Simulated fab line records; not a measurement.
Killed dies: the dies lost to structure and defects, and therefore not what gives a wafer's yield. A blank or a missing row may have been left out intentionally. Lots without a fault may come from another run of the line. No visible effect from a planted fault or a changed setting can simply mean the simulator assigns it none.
Which tool did it?	flow n5 finfet	Sampling: 11 lots, 33 wafers, 2 of 1938 route steps

WHAT EACH GAUGE READ, for each wafer
N5_BEOL_M11_THK_MEAS_01.
lot	measured	on	M11_ILD_THK (nm)
L859	day 11 10:47	film metro-01	270 268 269
L861	day 12 01:17	film metro-02	265 269 270
L860	day 12 01:28	film metro-01	267 271 273
L862	day 12 02:26	film metro-02	266 275 272
L864	day 12 23:19	film metro-02	267 265 275
L868	day 13 21:14	film metro-02	265 266 267
L865	day 13 23:03	film metro-02	262 268 270
L870	day 14 06:19	film metro-01	267 264 273
L869	day 14 08:35	film metro-01	267 266 272
L874	day 15 18:01	film metro-01	269 274 274
L877	day 16 09:31	film metro-02	269 268 267

N5_BEOL_M11_OVL_MEAS_12.
lot	measured	on	M11_OVL (nm)
L859	day 11 12:20	overlay-01	-0.6 -2.0 -1.2
L861	day 12 04:56	overlay-01	-1.7 -1.0 -1.2
L860	day 12 05:07	overlay-01	-0.4 0.6 0.5
L862	day 12 05:08	overlay-01	-0.6 -1.4 0.4
L864	day 13 00:11	overlay-02	1.5 -0.1 0.2
L868	day 13 22:44	overlay-02	-0.2 0.1 -1.2
L865	day 13 23:52	overlay-01	-1.3 0.2 0.2
L870	day 14 07:03	overlay-02	-0.9 -0.7 -0.7
L869	day 14 09:46	overlay-01	1.1 0.1 -0.2
L874	day 15 18:38	overlay-01	-1.4 -2.1 -1.1
L877	day 16 10:24	overlay-02	-0.7 -0.3 -1.3

WHICH TOOL RAN EACH LOT (tool, then ch and the chambers of the sampled wafers, then the start)
Before these readings, the record contains no process step.

AS READ BY THE TOOLS THEMSELVES (means over the sampled wafers that have a number; for cases with no such wafer, the mark the record gives instead)
The record holds no such reading with a usual standard deviation.

THE ANSWER, worked out from the rows above alone
Rule: what is usual is taken from the lots themselves. The widest of any qualifying gaps counts: lots, ordered by their means at a reading, are off when they make up no more than a third of the lots, leave a main group of 4 or more, and stand apart from it by 3 or more times the standard deviation of that group's means. Not used: any main group whose means are identical at the precision the tables above print for the reading. A lot without any number at a reading at which 4 lots or more have one is off too. The other lots that the step has rows for count as sound. After the gauges, taken in route order, come the tools' own readings; for these a lot's mean is taken, as printed above. The first step at which some lot is off is used, and at that step the reading that is off furthest; a lot without a number counts as furthest.
No lot is off on any of the readings shown, so nothing can be concluded from this.

WHAT WAS PUT IN BY THE SIMULATOR
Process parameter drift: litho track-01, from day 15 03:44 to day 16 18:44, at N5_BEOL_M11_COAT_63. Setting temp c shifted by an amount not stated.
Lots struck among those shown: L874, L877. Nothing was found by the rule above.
